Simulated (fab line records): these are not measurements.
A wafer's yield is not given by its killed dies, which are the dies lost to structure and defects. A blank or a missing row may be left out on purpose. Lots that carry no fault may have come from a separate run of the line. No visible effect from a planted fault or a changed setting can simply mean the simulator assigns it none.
A lot that was struck, set against a sound lot :: flow n5-finfet :: 36 out of 1938 route steps
Sound: wafers L372.1, L372.5, L372.6. Wafers struck: L363.1, L363.5, L363.6. At the end, the cause is stated.
Per side, at each step with rows, come the tool, then ch with its chambers, and then its first start. Under that, the readings that differ: sound wafers :: struck wafers :: difference of the means :: sigmas: that difference in standard deviations of wafers without a fault.
alike: words and numbers the same on both sides, and readings whose means are apart by under 2 such deviations; not compared: readings that were withheld, readings missing a value for some wafer, numbers with overlapping values and no deviation given by the record, and bounds like >300 which may hide the same value.
The two part at a step that has a row with sigmas, a row that says differs or no value, or rows on one side only. Non-overlapping numbers with no deviation appear without sigmas and do not part them. A reading that every wafer of one side lacks parts them only if that side has two wafers or more.

first, 9 steps without rows for these wafers: N5_BEOL_M4_ANNEAL_95 (time 240 s); N5_BEOL_M4_SPUTTER_96 (material Cu, target thk 4.5 nm, time 8.29 s); N5_BEOL_M4_ECD_50 (material Cu, target thk 300 nm); N5_BEOL_M4_ANNEAL_51 (time 90 s); N5_BEOL_M4_CMP_52 (polishes, stops on SiOC, t overpolish 6.8 s, target thk 40 nm); N5_BEOL_M4_PRE_CLEAN_60 (time 15 s); N5_BEOL_M4_CO_CAP_55 (material Co, precursor CCTBA/H2, target thk 2 nm, time 102.1 s); N5_BEOL_M4_PRE_CLEAN_56 (time 15 s); N5_BEOL_M4_DEP_57 (deposits SiCN from 3MS/NH3, target thk 8 nm, time 14 s).
N5_BEOL_M4_RC_MEAS_101:
  sound on prober-02 ch 0, day 12 18:07; struck on prober-02 ch 0, day 11 06:46
reading: DIBL_N (mV/V)
sound: 34.8 34.5 34.7
struck: 37.3 38.1 37.2
difference: +2.9
sigmas: +2

reading: IOFF_N (nA/um)
sound: 0.133 0.137 0.135
struck: 0.190 0.207 0.183
difference: +0.058
sigmas: +3

reading: SS_N (mV/dec)
sound: 70.5 70.9 71.5
struck: 72.1 72.2 72.1
difference: +1.2
sigmas: +2

reading: VT_N (mV)
sound: 252.7 251.2 251.8
struck: 245.6 245.3 247.5
difference: -5.8
sigmas: -2
  alike: DIBL_P, IOFF_P, ION_N, ION_P, SS_P, VT_P
then, 24 steps without rows for these wafers: N5_BEOL_M5_ILD_DEP_00 (deposits SiCOH lowk from DEMS/porogen, target thk 140.64 nm, time 25.9 s); N5_BEOL_M5_CURE_79 (cures SiCOH lowk, time 240 s); N5_BEOL_M5_PECVD_70 (deposits SiO2 from TEOS/O2, target thk 16 nm, time 18 s); N5_BEOL_M5_HM_DEP_02 (deposits TiN, target thk 20 nm); N5_BEOL_M5_COAT_59 (time 60 s, resist thk 60 nm); N5_BEOL_M5_COAT_60 (time 60 s, resist thk 12 nm); N5_BEOL_M5_COAT_71 (time 60 s, resist thk 5 nm); N5_BEOL_M5_COAT_05 (resist thk 30 nm); N5_BEOL_M5_EBR_07; N5_BEOL_M5_SOFTBAKE_06 (time 60 s); N5_BEOL_M5_EXPOSE_08 (exposes mask M5, target cd 28 nm); N5_BEOL_M5_PEB_09 (peb time 60 s); N5_BEOL_M5_DEVELOP_10 (develop time 30 s); N5_BEOL_M5_DESCUM_16 (chemistry O2, time 7 s); N5_BEOL_M5_ETCH_72 (etches underlayer in N2/H2, target depth 6.5 nm, time 5.2 s); N5_BEOL_M5_ETCH_61 (etches SiARC in CF4, target depth 15.6 nm, time 26 s); N5_BEOL_M5_ETCH_62 (etches SOC in N2/H2, target depth 75 nm, overetch 15 nm, time 112.5 s); N5_BEOL_M5_STRIP_63 (strips in N2/H2); N5_BEOL_M5_STRIP_73 (strips in N2/H2); N5_BEOL_M5_STRIP_64 (strips in CF4); N5_BEOL_M5_HM_OPEN_17 (chemistry Cl2/BCl3, target TiN, target depth 20 nm, overetch 6 nm); N5_BEOL_M5_STRIP_19 (strips in O2); N5_BEOL_M5_COAT_65 (time 60 s, resist thk 60 nm); N5_BEOL_M5_COAT_66 (time 60 s, resist thk 12 nm).
-- record jumps: 2 days separate the struck wafers' starts on either side; left off in module BEOL_M5, taken up again in module BEOL_M10, whose first shown step is the route's number 1513 --
N5_BEOL_M10_ETCH_41: etches SiCN in CH3F/O2, target depth 42.6 nm, time 86 s.
  sound on rie-diel-04 ch 2,3, day 14 19:41; struck on rie-diel-04 ch 0,2,3, day 13 10:00
  no value came back on the struck wafers for any of 7 readings (CH3F_flow_sccm (sccm), O2_flow_sccm (sccm) and others); on the sound wafers CH3F_flow_sccm (sccm) reads 30.00 30.02 29.95
  not compared: rf-hours-counter-h
after that, 1 step had no rows for these wafers: N5_PASSIVATION_PROBE_49.

== WHERE THEY PART ==
Last at N5_BEOL_M10_ETCH_41 as far as this record goes, first at N5_BEOL_M4_RC_MEAS_101.

WHY: the cause the simulator had injected
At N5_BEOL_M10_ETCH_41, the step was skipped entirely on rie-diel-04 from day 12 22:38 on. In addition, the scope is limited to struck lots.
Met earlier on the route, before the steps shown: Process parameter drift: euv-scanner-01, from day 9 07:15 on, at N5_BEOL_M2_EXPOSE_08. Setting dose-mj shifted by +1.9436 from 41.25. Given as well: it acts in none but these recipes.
